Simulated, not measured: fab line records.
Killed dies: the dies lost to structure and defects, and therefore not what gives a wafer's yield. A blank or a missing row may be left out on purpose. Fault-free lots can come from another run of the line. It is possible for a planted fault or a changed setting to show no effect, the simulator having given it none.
Problem report, 8D (eight disciplines) form, completed by code :: flow n5Finfet :: the parts of the form that need people (team, actions taken, sign-off) are left out

## 1. THE PROBLEM
cathodeDcPowerW at N5_BEOL_M13_SPUTTER_43 reads a mean of 12123 W on 1 wafer of 1 lot; wafers without a fault read 15000 W with a standard deviation of 2.9. That is -99 or more standard deviations from the usual mean.
The step: material TaN, target thk 15 nm, time 24.19 s.
Seen first at day 14 08:50 on pvdSputter-03, wafer L570.4. At this step, 31 wafers from 11 lots have a number in the record. By rule, "out" or "out of limits" means more than 4 standard deviations away from the usual mean. The other wafers with a number count as sound.

## 2. WHAT IT IS, AND WHAT IT ISN'T
question: which readings at this step
is: cathodeDcPowerW
is not: chamberPressurePa, throttleValvePct

question: which lots
is: L570
is not: L558, L561, L562, L563, L573, L574, L576, L578, L580, L581

question: which wafers of those lots
is: L570.4
is not: L570.3, L570.5

question: read on which tools
is: pvdSputter-03
is not: pvdSputter-01, pvdSputter-02

question: when
is: from day 14 08:50
is not: up to then (12 sound wafers); but 18 sound wafers of L573, L574, L576, L578, L580, L581 came after

## 3. SUSPECTS, AND WHAT RULES EACH OUT
Counting: if a tool at a process step up to the reading ran every lot that is out, it stays a suspect. Sound lots after the first of them don't rule it out here, since some wafers of a struck lot are sound.
- rieDiel-03 at N5_BEOL_M13_ETCH_68 (etches SOC in N2/H2, time 355 s): kept. L570, the lot that is out, went through it at day 14 04:46; up to then, the latest sound lot through it was L561 at day 12 14:38.
- pvdSputter-03 at N5_BEOL_M13_SPUTTER_43 (material TaN, target thk 15 nm, time 24.19 s): kept. L570, the lot that is out, went through it at day 14 08:50; up to then, the latest sound lot through it was L563 at day 13 08:50. Out on those wafers are its own readings of cathodeDcPowerW.
- Within rieDiel-03 at N5_BEOL_M13_ETCH_68: the wafers that are out ran in chamber 0; their sound lot-mates ran in chambers 2, 3.
What counting leaves: rieDiel-03 at N5_BEOL_M13_ETCH_68 and pvdSputter-03 at N5_BEOL_M13_SPUTTER_43.

## 4. THE CAUSE (what the simulator had put in)
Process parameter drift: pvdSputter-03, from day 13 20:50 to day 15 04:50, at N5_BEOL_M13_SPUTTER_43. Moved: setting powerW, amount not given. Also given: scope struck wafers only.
After counting, 2 suspects remain, this tool included.

## 5. THE CHAIN OF EFFECTS, in route order
One row per reading whose mean, taken over the struck wafers that have a number, lies over 3 standard deviations from the usual. Only readings whose record carries a usual standard deviation are examined. hours: median over the lots of the time between each lot's start at the first step of this table that gives one and its start at this step. sigmas: the change, counted in usual standard deviations.
hours: 0
step: N5_BEOL_M13_SPUTTER_43
reading: cathodeDcPowerW
usual: 15000 W
on struck wafers: 12123
change: -2877
sigmas: -99 or more

hours: 1
step: N5_BEOL_M13_CMP_49
reading: barrierFieldEndpointS
usual: 30.7 s
on struck wafers: 27.4
change: -3.3
sigmas: -3.8
The process steps in it:
- N5_BEOL_M13_SPUTTER_43: material TaN, target thk 15 nm, time 24.19 s.
- N5_BEOL_M13_CMP_49: polishes, stops on SiOC, t overpolish 17.1 s, target thk 420 nm.

## 6. HOW IT WOULD HAVE BEEN CAUGHT EARLIER
12 hours passed between the start of the fault at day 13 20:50 and the first reading out of limits in this record, taken at day 14 08:50.
